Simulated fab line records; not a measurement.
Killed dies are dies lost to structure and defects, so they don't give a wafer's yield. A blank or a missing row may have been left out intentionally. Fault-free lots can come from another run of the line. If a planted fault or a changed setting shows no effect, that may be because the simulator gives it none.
A sampling plan put to the test || flow nand-harc || each of the 28 faults these records tell of, on one fab line, judged from the records of the lots it struck
What counts as the plan is the set of the line's own looks, namely the steps on the route at which a gauge or an inspection reads a wafer and does not change it. A look is open to judgement when struck wafers have a number at it and the file gives its usual mean and standard deviation on fault-free wafers. Caught: a look later than the fault's first step finds the struck wafers' mean 4 or more of those standard deviations (sigma) from the usual mean. On the tool: the identical test, applied to the tool's own readings at the steps of the fault. Another recipe on the struck wafers, or a record that is blank for them alone, also counts as caught.

== THE FAULTS, as the simulator had put them in ==
1. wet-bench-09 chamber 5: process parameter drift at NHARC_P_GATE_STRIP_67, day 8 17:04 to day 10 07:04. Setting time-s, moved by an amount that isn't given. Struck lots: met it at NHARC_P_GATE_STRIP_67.
2. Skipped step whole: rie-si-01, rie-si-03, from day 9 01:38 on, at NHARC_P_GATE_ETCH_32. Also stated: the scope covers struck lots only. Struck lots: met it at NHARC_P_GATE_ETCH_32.
3. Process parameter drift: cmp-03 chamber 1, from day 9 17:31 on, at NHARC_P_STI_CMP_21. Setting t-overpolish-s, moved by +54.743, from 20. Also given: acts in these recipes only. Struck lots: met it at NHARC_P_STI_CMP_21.
4. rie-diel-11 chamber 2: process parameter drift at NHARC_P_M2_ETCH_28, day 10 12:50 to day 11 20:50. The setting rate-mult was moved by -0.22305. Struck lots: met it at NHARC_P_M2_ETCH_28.
5. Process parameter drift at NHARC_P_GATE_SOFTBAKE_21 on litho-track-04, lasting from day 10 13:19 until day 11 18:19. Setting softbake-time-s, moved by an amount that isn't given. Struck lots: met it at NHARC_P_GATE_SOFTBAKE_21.
6. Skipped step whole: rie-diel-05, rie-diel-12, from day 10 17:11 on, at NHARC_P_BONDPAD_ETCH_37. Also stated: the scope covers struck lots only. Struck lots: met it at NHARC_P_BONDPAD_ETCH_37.
7. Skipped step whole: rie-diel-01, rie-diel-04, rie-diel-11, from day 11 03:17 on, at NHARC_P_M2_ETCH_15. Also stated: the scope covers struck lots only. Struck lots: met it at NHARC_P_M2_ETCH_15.
8. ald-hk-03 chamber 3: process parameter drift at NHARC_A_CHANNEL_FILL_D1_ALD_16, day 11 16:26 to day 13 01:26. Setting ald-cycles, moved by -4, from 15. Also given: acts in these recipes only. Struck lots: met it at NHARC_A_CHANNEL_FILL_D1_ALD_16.
9. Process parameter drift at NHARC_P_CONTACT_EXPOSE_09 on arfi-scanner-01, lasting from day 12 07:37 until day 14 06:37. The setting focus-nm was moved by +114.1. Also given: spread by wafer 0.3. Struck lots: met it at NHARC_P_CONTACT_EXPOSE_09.
10. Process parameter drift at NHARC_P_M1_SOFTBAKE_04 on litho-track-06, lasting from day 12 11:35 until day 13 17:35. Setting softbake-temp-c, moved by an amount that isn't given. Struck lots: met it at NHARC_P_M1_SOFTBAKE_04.
11. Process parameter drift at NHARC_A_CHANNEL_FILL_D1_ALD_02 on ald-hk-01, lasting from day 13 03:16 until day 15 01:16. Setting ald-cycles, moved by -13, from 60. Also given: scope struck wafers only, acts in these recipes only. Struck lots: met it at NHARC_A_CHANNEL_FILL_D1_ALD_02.
12. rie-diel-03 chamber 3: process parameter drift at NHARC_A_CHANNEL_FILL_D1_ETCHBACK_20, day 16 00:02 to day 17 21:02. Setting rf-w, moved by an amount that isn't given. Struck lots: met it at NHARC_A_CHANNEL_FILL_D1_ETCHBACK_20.
13. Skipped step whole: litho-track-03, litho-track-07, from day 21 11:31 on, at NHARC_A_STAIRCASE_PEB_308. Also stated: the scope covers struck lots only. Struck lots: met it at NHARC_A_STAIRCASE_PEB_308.
14. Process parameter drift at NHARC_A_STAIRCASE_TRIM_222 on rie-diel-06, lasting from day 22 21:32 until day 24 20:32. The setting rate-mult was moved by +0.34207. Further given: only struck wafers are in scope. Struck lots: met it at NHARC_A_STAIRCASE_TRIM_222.
15. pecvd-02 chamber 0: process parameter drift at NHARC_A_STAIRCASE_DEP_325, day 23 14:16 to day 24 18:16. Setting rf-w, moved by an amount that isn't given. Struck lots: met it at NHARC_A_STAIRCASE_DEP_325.
16. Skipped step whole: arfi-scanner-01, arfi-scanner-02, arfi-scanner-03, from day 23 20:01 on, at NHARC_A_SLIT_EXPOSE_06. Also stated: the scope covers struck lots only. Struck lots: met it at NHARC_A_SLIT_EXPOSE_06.
17. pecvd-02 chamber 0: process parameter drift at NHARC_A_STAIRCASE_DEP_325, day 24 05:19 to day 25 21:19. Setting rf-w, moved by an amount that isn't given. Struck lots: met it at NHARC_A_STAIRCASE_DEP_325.
18. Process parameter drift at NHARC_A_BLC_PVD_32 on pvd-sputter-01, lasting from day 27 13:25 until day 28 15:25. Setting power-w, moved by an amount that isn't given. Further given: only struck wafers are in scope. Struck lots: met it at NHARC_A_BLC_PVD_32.
19. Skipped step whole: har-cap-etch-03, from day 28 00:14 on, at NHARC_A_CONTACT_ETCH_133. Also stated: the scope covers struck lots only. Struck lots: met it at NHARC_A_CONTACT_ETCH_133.
20. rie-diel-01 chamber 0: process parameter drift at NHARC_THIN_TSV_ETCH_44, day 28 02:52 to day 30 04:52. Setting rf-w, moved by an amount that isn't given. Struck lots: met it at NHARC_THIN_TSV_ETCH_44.
21. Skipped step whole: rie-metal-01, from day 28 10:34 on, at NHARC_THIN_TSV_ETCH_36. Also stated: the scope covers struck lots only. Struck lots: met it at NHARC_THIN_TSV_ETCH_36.
22. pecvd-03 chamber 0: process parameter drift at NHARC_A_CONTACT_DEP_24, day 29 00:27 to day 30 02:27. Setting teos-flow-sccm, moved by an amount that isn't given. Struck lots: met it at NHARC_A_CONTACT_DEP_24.
23. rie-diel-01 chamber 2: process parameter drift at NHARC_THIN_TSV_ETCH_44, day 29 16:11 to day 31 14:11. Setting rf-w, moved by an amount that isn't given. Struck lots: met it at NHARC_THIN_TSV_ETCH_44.
24. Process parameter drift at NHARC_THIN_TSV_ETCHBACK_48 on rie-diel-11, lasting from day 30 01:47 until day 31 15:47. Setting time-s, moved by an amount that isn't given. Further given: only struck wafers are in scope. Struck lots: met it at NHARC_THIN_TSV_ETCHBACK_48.
25. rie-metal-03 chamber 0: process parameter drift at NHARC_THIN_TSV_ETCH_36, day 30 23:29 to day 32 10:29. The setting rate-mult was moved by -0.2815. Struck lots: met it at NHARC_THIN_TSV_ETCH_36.
26. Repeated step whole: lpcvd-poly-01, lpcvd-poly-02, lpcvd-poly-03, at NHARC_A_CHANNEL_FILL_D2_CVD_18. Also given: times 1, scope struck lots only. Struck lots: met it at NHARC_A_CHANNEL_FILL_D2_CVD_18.
27. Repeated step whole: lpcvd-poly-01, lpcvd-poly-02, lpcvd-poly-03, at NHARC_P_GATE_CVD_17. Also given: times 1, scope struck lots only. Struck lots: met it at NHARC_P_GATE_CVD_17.
28. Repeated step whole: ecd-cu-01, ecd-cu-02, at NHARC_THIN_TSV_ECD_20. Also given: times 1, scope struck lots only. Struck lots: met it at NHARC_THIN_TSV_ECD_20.

== WHAT THE PLAN SAW ==
{"fault": 1, "on the tool itself": "run-length-s -99 or beyond sigma", "first look that catches it": "no look after it can be judged", "reading, sigma": "-", "median hours from its first step to that look": "-", "hours from the fault's start to the first struck lot there": "-", "judged looks passed uncaught": 0}
{"fault": 2, "on the tool itself": "the tool's record is blank for the struck wafers", "first look that catches it": "no look after it can be judged", "reading, sigma": "-", "median hours from its first step to that look": "-", "hours from the fault's start to the first struck lot there": "-", "judged looks passed uncaught": 0}
{"fault": 3, "on the tool itself": "overpolish-run-s +99 or beyond sigma", "first look that catches it": "not the one look that can be judged after it", "reading, sigma": "strongest: killed-open at NHARC_END_SORT_01, +2.0", "median hours from its first step to that look": "-", "hours from the fault's start to the first struck lot there": "-", "judged looks passed uncaught": 1}
{"fault": 4, "on the tool itself": "oes-product-au -12 sigma", "first look that catches it": "no look after it can be judged", "reading, sigma": "-", "median hours from its first step to that look": "-", "hours from the fault's start to the first struck lot there": "-", "judged looks passed uncaught": 0}
{"fault": 5, "on the tool itself": "heater-power-total-W +99 or beyond sigma", "first look that catches it": "not the one look that can be judged after it", "reading, sigma": "-", "median hours from its first step to that look": "-", "hours from the fault's start to the first struck lot there": "-", "judged looks passed uncaught": 1}
{"fault": 6, "on the tool itself": "the tool's record is blank for the struck wafers", "first look that catches it": "no look after it can be judged", "reading, sigma": "-", "median hours from its first step to that look": "-", "hours from the fault's start to the first struck lot there": "-", "judged looks passed uncaught": 0}
{"fault": 7, "on the tool itself": "the tool's record is blank for the struck wafers", "first look that catches it": "no look after it can be judged", "reading, sigma": "-", "median hours from its first step to that look": "-", "hours from the fault's start to the first struck lot there": "-", "judged looks passed uncaught": 0}
{"fault": 8, "on the tool itself": "under 2 sigma", "first look that catches it": "no look after it can be judged", "reading, sigma": "-", "median hours from its first step to that look": "-", "hours from the fault's start to the first struck lot there": "-", "judged looks passed uncaught": 0}
{"fault": 9, "on the tool itself": "exposure-dose-mJ-cm2 +35 sigma", "first look that catches it": "no look after it can be judged", "reading, sigma": "-", "median hours from its first step to that look": "-", "hours from the fault's start to the first struck lot there": "-", "judged looks passed uncaught": 0}
{"fault": 10, "on the tool itself": "heater-power-total-W -57 sigma", "first look that catches it": "not the one look that can be judged after it", "reading, sigma": "-", "median hours from its first step to that look": "-", "hours from the fault's start to the first struck lot there": "-", "judged looks passed uncaught": 1}
{"fault": 11, "on the tool itself": "under 2 sigma", "first look that catches it": "no look after it can be judged", "reading, sigma": "-", "median hours from its first step to that look": "-", "hours from the fault's start to the first struck lot there": "-", "judged looks passed uncaught": 0}
{"fault": 12, "on the tool itself": "rf-fwd-power-W +36 sigma", "first look that catches it": "no look after it can be judged", "reading, sigma": "-", "median hours from its first step to that look": "-", "hours from the fault's start to the first struck lot there": "-", "judged looks passed uncaught": 0}
{"fault": 13, "on the tool itself": "the tool's record is blank for the struck wafers", "first look that catches it": "no look after it can be judged", "reading, sigma": "-", "median hours from its first step to that look": "-", "hours from the fault's start to the first struck lot there": "-", "judged looks passed uncaught": 0}
{"fault": 14, "on the tool itself": "oes-product-au +15 sigma", "first look that catches it": "no look after it can be judged", "reading, sigma": "-", "median hours from its first step to that look": "-", "hours from the fault's start to the first struck lot there": "-", "judged looks passed uncaught": 0}
{"fault": 15, "on the tool itself": "rf-fwd-power-W +99 or beyond sigma", "first look that catches it": "no look after it can be judged", "reading, sigma": "-", "median hours from its first step to that look": "-", "hours from the fault's start to the first struck lot there": "-", "judged looks passed uncaught": 0}
{"fault": 16, "on the tool itself": "no reading that can be judged", "first look that catches it": "no look after it can be judged", "reading, sigma": "-", "median hours from its first step to that look": "-", "hours from the fault's start to the first struck lot there": "-", "judged looks passed uncaught": 0}
{"fault": 17, "on the tool itself": "rf-fwd-power-W -45 sigma", "first look that catches it": "not the one look that can be judged after it", "reading, sigma": "-", "median hours from its first step to that look": "-", "hours from the fault's start to the first struck lot there": "-", "judged looks passed uncaught": 1}
{"fault": 18, "on the tool itself": "cathode-dc-power-W +99 or beyond sigma", "first look that catches it": "no look after it can be judged", "reading, sigma": "-", "median hours from its first step to that look": "-", "hours from the fault's start to the first struck lot there": "-", "judged looks passed uncaught": 0}
{"fault": 19, "on the tool itself": "the tool's record is blank for the struck wafers", "first look that catches it": "not the one look that can be judged after it", "reading, sigma": "-", "median hours from its first step to that look": "-", "hours from the fault's start to the first struck lot there": "-", "judged looks passed uncaught": 1}
{"fault": 20, "on the tool itself": "rf-fwd-power-W -99 or beyond sigma", "first look that catches it": "no look after it can be judged", "reading, sigma": "-", "median hours from its first step to that look": "-", "hours from the fault's start to the first struck lot there": "-", "judged looks passed uncaught": 0}
{"fault": 21, "on the tool itself": "the tool's record is blank for the struck wafers", "first look that catches it": "no look after it can be judged", "reading, sigma": "-", "median hours from its first step to that look": "-", "hours from the fault's start to the first struck lot there": "-", "judged looks passed uncaught": 0}
{"fault": 22, "on the tool itself": "only faintly: throttle-valve-pct -2.0 sigma", "first look that catches it": "not the one look that can be judged after it", "reading, sigma": "-", "median hours from its first step to that look": "-", "hours from the fault's start to the first struck lot there": "-", "judged looks passed uncaught": 1}
{"fault": 23, "on the tool itself": "rf-fwd-power-W +99 or beyond sigma", "first look that catches it": "not the one look that can be judged after it", "reading, sigma": "strongest: killed-open at NHARC_END_SORT_01, +2.0", "median hours from its first step to that look": "-", "hours from the fault's start to the first struck lot there": "-", "judged looks passed uncaught": 1}
{"fault": 24, "on the tool itself": "run-length-s -99 or beyond sigma", "first look that catches it": "no look after it can be judged", "reading, sigma": "-", "median hours from its first step to that look": "-", "hours from the fault's start to the first struck lot there": "-", "judged looks passed uncaught": 0}
{"fault": 25, "on the tool itself": "oes-product-au -18 sigma", "first look that catches it": "no look after it can be judged", "reading, sigma": "-", "median hours from its first step to that look": "-", "hours from the fault's start to the first struck lot there": "-", "judged looks passed uncaught": 0}
{"fault": 26, "on the tool itself": "no reading that can be judged", "first look that catches it": "no look after it can be judged", "reading, sigma": "-", "median hours from its first step to that look": "-", "hours from the fault's start to the first struck lot there": "-", "judged looks passed uncaught": 0}
{"fault": 27, "on the tool itself": "under 2 sigma", "first look that catches it": "not the one look that can be judged after it", "reading, sigma": "-", "median hours from its first step to that look": "-", "hours from the fault's start to the first struck lot there": "-", "judged looks passed uncaught": 1}
{"fault": 28, "on the tool itself": "no reading that can be judged", "first look that catches it": "not the one look that can be judged after it", "reading, sigma": "-", "median hours from its first step to that look": "-", "hours from the fault's start to the first struck lot there": "-", "judged looks passed uncaught": 1}
A dash: the fault isn't caught, or these records don't give the number.

Caught at a look: 0 of 28. Caught on the tool: 21 of 28. By one or the other: 21 of 28.
Caught on the tool alone: faults 1, 2, 3, 4, 5, 6, 7, 9, 10, 12, 13, 14, 15, 17, 18, 19, 20, 21, 23, 24, 25.
Caught by neither: faults 8, 11, 16, 22, 26, 27, 28.
